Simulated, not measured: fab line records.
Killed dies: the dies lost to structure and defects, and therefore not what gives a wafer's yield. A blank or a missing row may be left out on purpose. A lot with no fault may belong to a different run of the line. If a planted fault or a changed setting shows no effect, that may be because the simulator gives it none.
The tool behind it: which one? | flow n5-finfet | Sampling: 8 lots, 24 wafers, 4 of 1938 route steps

WHAT THE GAUGES SHOWED, per wafer
N5_BEOL_M15_RS_MEAS_54: the measuring method here is four-point-probe. Usual: M15_RS 0.0214 ohm/sq, standard deviation 0.00032.
lot  | measured     | on            | M15_RS (ohm/sq)      | flag
L207 | day 11 11:40 | film-metro-01 | 0.0218 0.0212 0.0220 |
L210 | day 12 02:47 | film-metro-02 | 0.0216 0.0212 0.0212 |
L213 | day 13 09:41 | film-metro-01 | 0.0215 0.0215 0.0216 |
L215 | day 13 10:07 | film-metro-01 | 0.0211 0.0214 0.0214 |
L214 | day 13 15:42 | film-metro-02 | 0.0213 0.0218 0.0215 |
L216 | day 14 00:19 | film-metro-01 | 0.0216 0.0217 0.0215 |
L222 | day 16 05:07 | film-metro-02 | 0.0214 0.0220 0.0211 |
L225 | day 16 05:09 | film-metro-01 | 0.0212 0.0217 0.0211 |

N5_BEOL_M15_RC_MEAS_101. Usual: etest-temp-c 25.00 C, standard deviation 0.097; COMB_M10 1.47e-11 S/m, standard deviation 2.8e-12; COMB_M11 1.42e-11 S/m, standard deviation 2.7e-12; COMB_M12 6.4e-12 S/m, standard deviation 1.4e-12; COMB_M13 5.3e-12 S/m, standard deviation 1.3e-12; COMB_M14 3.6e-12 S/m, standard deviation 8.5e-13; COMB_M15 2.6e-12 S/m, standard deviation 6.2e-13; COMB_M5 3.7e-11 S/m, standard deviation 7.2e-12; COMB_M6 2.6e-11 S/m, standard deviation 6.1e-12; COMB_M7 2.6e-11 S/m, standard deviation 5.7e-12; COMB_M8 2.7e-11 S/m, standard deviation 5.1e-12; COMB_M8_max_site 3.7e-11 S/m, standard deviation 8.6e-12; COMB_M9 1.42e-11 S/m, standard deviation 2.7e-12; SERP_M10 3.05 ohm/um, standard deviation 0.061; SERP_M11 3.05 ohm/um, standard deviation 0.063; SERP_M12 0.640 ohm/um, standard deviation 0.011; SERP_M12_max_site 0.653 ohm/um, standard deviation 0.012; SERP_M13 0.306 ohm/um, standard deviation 0.0053; SERP_M14 0.161 ohm/um, standard deviation 0.0033; SERP_M5 38.8 ohm/um, standard deviation 1.6; SERP_M6 13.7 ohm/um, standard deviation 0.35; SERP_M7 13.6 ohm/um, standard deviation 0.42; SERP_M8 13.8 ohm/um, standard deviation 0.51; SERP_M8_max_site 14.4 ohm/um, standard deviation 0.57; SERP_M9 3.06 ohm/um, standard deviation 0.07; SERP_M9_max_site 3.14 ohm/um, standard deviation 0.08.
lot  | measured     | on        | etest-temp-c (C)  | COMB_M10 (S/m)             | COMB_M11 (S/m)             | COMB_M12 (S/m)          | COMB_M13 (S/m)           | COMB_M14 (S/m)          | COMB_M15 (S/m)          | COMB_M5 (S/m)           | COMB_M6 (S/m)           | COMB_M7 (S/m)           | COMB_M8 (S/m)           | COMB_M8_max_site (S/m)   | COMB_M9 (S/m)              | SERP_M10 (ohm/um) | SERP_M11 (ohm/um) | SERP_M12 (ohm/um) | SERP_M12_max_site (ohm/um) | SERP_M13 (ohm/um) | SERP_M14 (ohm/um) | SERP_M5 (ohm/um) | SERP_M6 (ohm/um) | SERP_M7 (ohm/um) | SERP_M8 (ohm/um) | SERP_M8_max_site (ohm/um) | SERP_M9 (ohm/um) | SERP_M9_max_site (ohm/um) | flag
L207 | day 11 11:53 | prober-02 | 24.98 24.94 25.03 | 1.3e-11 1.15e-11 1.68e-11  | 1.23e-11 1.31e-11 2.07e-11 | 5.3e-12 5.1e-12 7.4e-12 | 6.4e-12 5.3e-12 4.9e-12  | 4.8e-12 3.5e-12 3.2e-12 | 2.8e-12 2.2e-12 3.1e-12 | 4.9e-11 4.1e-11 3.6e-11 | 2.6e-11 2.3e-11 2.6e-11 | 2.1e-11 1.7e-11 2.1e-11 | 2.3e-11 2.2e-11 2.4e-11 | 3.4e-11 3.4e-11 3.1e-11  | 1.7e-11 2.03e-11 1.01e-11  | 2.97 3.12 3.01    | 3.07 3.10 2.98    | 0.646 0.635 0.627 | 0.660 0.651 0.638          | 0.310 0.310 0.307 | 0.165 0.166 0.161 | 36.1 39.1 35.2   | 13.8 13.9 14.1   | 13.5 13.1 14.0   | 14.4 13.6 13.6   | 15.1 13.8 13.7            | 3.12 3.05 3.21   | 3.20 3.08 3.29            |
L210 | day 12 03:09 | prober-02 | 24.84 24.94 24.95 | 1.46e-11 1.34e-11 1.61e-11 | 1.38e-11 1.54e-11 1.44e-11 | 7.1e-12 6.4e-12 4.5e-12 | 4.6e-12 5.9e-12 7.1e-12  | 4.7e-12 3.3e-12 3.8e-12 | 2.7e-12 2.7e-12 2.5e-12 | 3.7e-11 4.8e-11 4.6e-11 | 1.9e-11 1.8e-11 3e-11   | 3.3e-11 3.5e-11 2.6e-11 | 2.8e-11 2.8e-11 3.3e-11 | 3.9e-11 3.4e-11 3.9e-11  | 1.75e-11 1.73e-11 1.38e-11 | 3.07 3.14 3.04    | 2.93 3.00 2.95    | 0.653 0.628 0.653 | 0.661 0.652 0.673          | 0.298 0.300 0.297 | 0.156 0.156 0.158 | 39.9 38.3 38.5   | 14.1 13.4 13.5   | 13.0 13.7 13.3   | 13.5 13.3 13.5   | 13.9 13.6 13.7            | 3.07 3.10 3.16   | 3.28 3.16 3.27            |
L213 | day 13 09:44 | prober-02 | 25.01 24.91 25.02 | 1.59e-11 1.25e-11 1.42e-11 | 1.22e-11 1.37e-11 1.28e-11 | 9.1e-12 8.2e-12 6.1e-12 | 4.3e-12 3.9e-12 4.1e-12  | 3.8e-12 3e-12 3.2e-12   | 3.5e-12 2.8e-12 4.6e-12 | 3.3e-11 3.1e-11 3.7e-11 | 2.5e-11 1.8e-11 1.8e-11 | 3.6e-11 3e-11 3.3e-11   | 2.4e-11 2.2e-11 3.1e-11 | 4e-11 3.1e-11 4.6e-11    | 1.54e-11 1.13e-11 1.71e-11 | 2.98 2.97 3.05    | 3.08 2.97 3.02    | 0.632 0.632 0.628 | 0.642 0.641 0.642          | 0.298 0.301 0.304 | 0.159 0.153 0.157 | 38.6 38.8 37.7   | 13.7 13.4 13.9   | 12.9 13.2 13.6   | 14.4 14.6 14.2   | 14.6 14.9 14.7            | 2.86 3.06 2.97   | 2.95 3.08 3.14            |
L215 | day 13 10:22 | prober-01 | 25.09 25.13 25.16 | 1.34e-11 2.01e-11 1.47e-11 | 1.15e-11 1.47e-11 1.04e-11 | 5.4e-12 4.2e-12 5.8e-12 | 5.6e-12 5.9e-12 3.8e-12  | 3e-12 3.3e-12 2.4e-12   | 2.2e-12 3.3e-12 2.5e-12 | 3.6e-11 4.2e-11 3.8e-11 | 2e-11 2.2e-11 2.5e-11   | 3.9e-11 2.4e-11 2.8e-11 | 2.5e-11 2.3e-11 2e-11   | 3e-11 3.3e-11 3e-11      | 1.22e-11 1.76e-11 1.08e-11 | 2.99 3.00 3.01    | 2.93 2.94 2.95    | 0.628 0.652 0.623 | 0.644 0.664 0.643          | 0.303 0.305 0.308 | 0.163 0.162 0.158 | 36.0 37.6 38.1   | 13.5 13.6 13.5   | 13.6 14.0 13.6   | 13.2 13.0 12.8   | 14.1 13.5 13.4            | 3.10 3.05 3.12   | 3.15 3.13 3.26            |
L214 | day 13 15:45 | prober-01 | 24.95 25.05 24.92 | 1.06e-11 1.16e-11 1.22e-11 | 1.16e-11 1.12e-11 1.46e-11 | 5e-12 5.2e-12 5.1e-12   | 5.4e-12 4.9e-12 5.2e-12  | 3.5e-12 4.1e-12 2.5e-12 | 2.2e-12 2.9e-12 2.4e-12 | 3.4e-11 3.5e-11 3.8e-11 | 3e-11 1.5e-11 2.7e-11   | 2.3e-11 2.9e-11 2.6e-11 | 3.3e-11 3e-11 3.1e-11   | 4.2e-11 3.8e-11 4.4e-11  | 1.38e-11 1.48e-11 1.4e-11  | 3.03 3.07 3.03    | 3.03 3.19 3.05    | 0.626 0.643 0.636 | 0.642 0.656 0.648          | 0.310 0.320 0.309 | 0.160 0.157 0.160 | 35.7 39.0 37.3   | 13.1 14.2 13.6   | 13.9 14.0 13.4   | 13.6 13.2 13.5   | 14.5 13.5 14.3            | 3.08 3.09 3.14   | 3.14 3.26 3.22            |
L216 | day 14 00:41 | prober-01 | 24.90 24.93 24.96 | 1.53e-11 1.61e-11 1.58e-11 | 1.17e-11 1.17e-11 1.41e-11 | 6.1e-12 6.7e-12 7.5e-12 | 7.4e-12 4.9e-12 6.7e-12  | 2.7e-12 3.8e-12 2.6e-12 | 2.4e-12 2.3e-12 1.6e-12 | 4.1e-11 4.8e-11 3.5e-11 | 2.2e-11 3.5e-11 2.8e-11 | 1.8e-11 1.5e-11 2e-11   | 2e-11 2.6e-11 2.3e-11   | 2.9e-11 3.4e-11 4.4e-11  | 1.17e-11 9e-12 1.06e-11    | 3.00 3.07 3.08    | 3.12 3.14 3.03    | 0.655 0.647 0.668 | 0.670 0.662 0.687          | 0.306 0.310 0.310 | 0.158 0.162 0.157 | 38.6 41.6 42.5   | 13.4 13.6 14.5   | 13.6 13.2 12.6   | 13.4 13.6 13.8   | 13.9 14.2 14.2            | 3.00 3.09 3.06   | 3.01 3.21 3.09            |
L222 | day 16 05:19 | prober-02 | 25.06 24.99 25.06 | 1.11e-11 1.51e-11 1.64e-11 | 1.35e-11 1.28e-11 8.8e-12  | 4.4e-12 6.8e-12 4.1e-12 | 6.2e-12 6.5e-12 6.3e-12  | 3.3e-12 3.9e-12 3e-12   | 2.5e-12 2.6e-12 1.9e-12 | 2.7e-11 3.7e-11 3.8e-11 | 2.7e-11 2.8e-11 2.5e-11 | 2.1e-11 2.3e-11 2.9e-11 | 3.1e-11 3.1e-11 3.9e-11 | 4.4e-11 6.3e-11 3.42e-10 | 1.64e-11 1.83e-11 1.27e-11 | 3.00 3.00 3.06    | 2.99 3.06 2.99    | 0.645 0.638 0.647 | 0.660 0.663 0.669          | 0.302 0.304 0.294 | 0.168 0.159 0.162 | 41.2 37.6 37.1   | 13.8 14.1 13.1   | 13.7 13.6 13.4   | 13.4 13.4 13.2   | 13.9 14.1 13.6            | 2.89 2.96 2.94   | 2.98 2.98 3.01            | OFF
L225 | day 16 05:13 | prober-01 | 25.08 24.87 24.95 | 1.84e-11 1.84e-11 1.59e-11 | 1.4e-11 1.16e-11 1.53e-11  | 9e-12 5.8e-12 8.1e-12   | 4.8e-12 1.01e-11 5.6e-12 | 2.8e-12 2.9e-12 3.8e-12 | 2.1e-12 1.8e-12 1.7e-12 | 3.6e-11 4.2e-11 4e-11   | 2.7e-11 2.2e-11 2.1e-11 | 1.6e-11 3.1e-11 2.8e-11 | 2.9e-11 3.4e-11 4e-11   | 3.7e-11 4.6e-11 2.41e-10 | 1.05e-11 1.52e-11 1.11e-11 | 3.16 3.10 3.10    | 2.99 3.04 3.08    | 0.633 0.615 0.624 | 0.639 0.629 0.636          | 0.306 0.308 0.306 | 0.158 0.159 0.161 | 38.3 38.9 37.1   | 13.8 13.4 13.4   | 13.4 13.6 13.6   | 13.8 14.0 13.9   | 14.1 14.8 14.4            | 2.98 3.03 3.00   | 3.07 3.18 3.10            | OFF

WHICH TOOL RAN EACH LOT (tool, then ch and the chambers of the sampled wafers, then the start)
lot  | N5_BEOL_M8_ALD_77                   | N5_BEOL_M14_SPUTTER_45
L207 | ald-metal-03 ch 0,1,3, day 9 09:47  | pvd-sputter-03, day 11 05:07
L210 | ald-metal-02 ch 0,1, day 10 01:59   | pvd-sputter-02, day 11 19:11
L213 | ald-metal-01 ch 0,1,3, day 10 20:53 | pvd-sputter-03, day 13 00:35
L215 | ald-metal-02 ch 1,2, day 11 09:20   | pvd-sputter-02, day 13 00:40
L214 | ald-metal-03 ch 2,3, day 11 09:57   | pvd-sputter-02, day 13 09:01
L216 | ald-metal-01 ch 0,2,3, day 11 22:02 | pvd-sputter-02, day 13 18:18
L222 | ald-metal-02 ch 0,1,3, day 13 12:28 | pvd-sputter-03, day 15 21:23
L225 | ald-metal-02 ch 1,2,3, day 13 13:37 | pvd-sputter-01, day 15 21:44
- N5_BEOL_M8_ALD_77: deposits TaN, target thk 2 nm, pulse time 2 s, purge time 3 s.
- N5_BEOL_M14_SPUTTER_45: material Cu, target thk 100 nm, time 16.67 s.

WHAT THE TOOLS THEMSELVES READ (means of the sampled wafers that have a number; where no wafer has one, the mark that the record gives instead)
N5_BEOL_M8_ALD_77. Usual: heater-power-w at 404 W, with a standard deviation of 53.
lot  | tool         | heater-power-w (W) | flag
L207 | ald-metal-03 | 392                |
L210 | ald-metal-02 | 426                |
L213 | ald-metal-01 | 367                |
L215 | ald-metal-02 | 413                |
L214 | ald-metal-03 | 421                |
L216 | ald-metal-01 | 392                |
L222 | ald-metal-02 | 422                |
L225 | ald-metal-02 | 400                |

N5_BEOL_M14_SPUTTER_45. Usual: cathode-dc-power-W 26000 W, standard deviation 4.8; chuck-gas-flow-sccm 1.28 sccm, standard deviation 0.047; throttle-valve-pct 30.2 %, standard deviation 1.4.
lot  | tool           | cathode-dc-power-W (W) | chuck-gas-flow-sccm (sccm) | throttle-valve-pct (%) | flag
L207 | pvd-sputter-03 | 26001                  | 1.29                       | 29.7                   |
L210 | pvd-sputter-02 | 26002                  | 1.29                       | 30.6                   |
L213 | pvd-sputter-03 | 25994                  | 1.31                       | 30.2                   |
L215 | pvd-sputter-02 | 25997                  | 1.25                       | 30.5                   |
L214 | pvd-sputter-02 | 26000                  | 1.23                       | 29.6                   |
L216 | pvd-sputter-02 | 25997                  | 1.28                       | 29.7                   |
L222 | pvd-sputter-03 | 25996                  | 1.27                       | 29.8                   |
L225 | pvd-sputter-01 | 26002                  | 1.31                       | 30.0                   |

THE ANSWER, worked out from the rows above alone
Rule: take the mean of a lot's wafers that have a number; if it is more than 3 standard deviations from the usual mean, the lot is off. Also off: a lot with no number at a reading for which 4 or more lots have one. Any other lot the step has rows for is counted as sound. The gauges are gone through in route order, then the tools' own readings, and for those a lot's mean is taken as printed above. The first step at which some lot is off is used, and at that step the reading that is off furthest; a lot without a number counts as furthest.
Off: at N5_BEOL_M15_RC_MEAS_101 (COMB_M8_max_site), L222, L225.
A tool fits if, at a process step before that reading, it ran every lot that is off, and no sound lot after the first of them. Gauges at N5_BEOL_M15_RC_MEAS_101: tried the same way as those tools. One fits: N5_BEOL_M8_ALD_77 on ald-metal-02. Its last sound lot is L215 (day 11 09:20), its first lot that is off L222 (day 13 12:28): a fault that began between those two fits.

WHAT THE SIMULATOR HAD INSERTED
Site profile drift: ald-metal-02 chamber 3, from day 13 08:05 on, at N5_BEOL_M8_ALD_77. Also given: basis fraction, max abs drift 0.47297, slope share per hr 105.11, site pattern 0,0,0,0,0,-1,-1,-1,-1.
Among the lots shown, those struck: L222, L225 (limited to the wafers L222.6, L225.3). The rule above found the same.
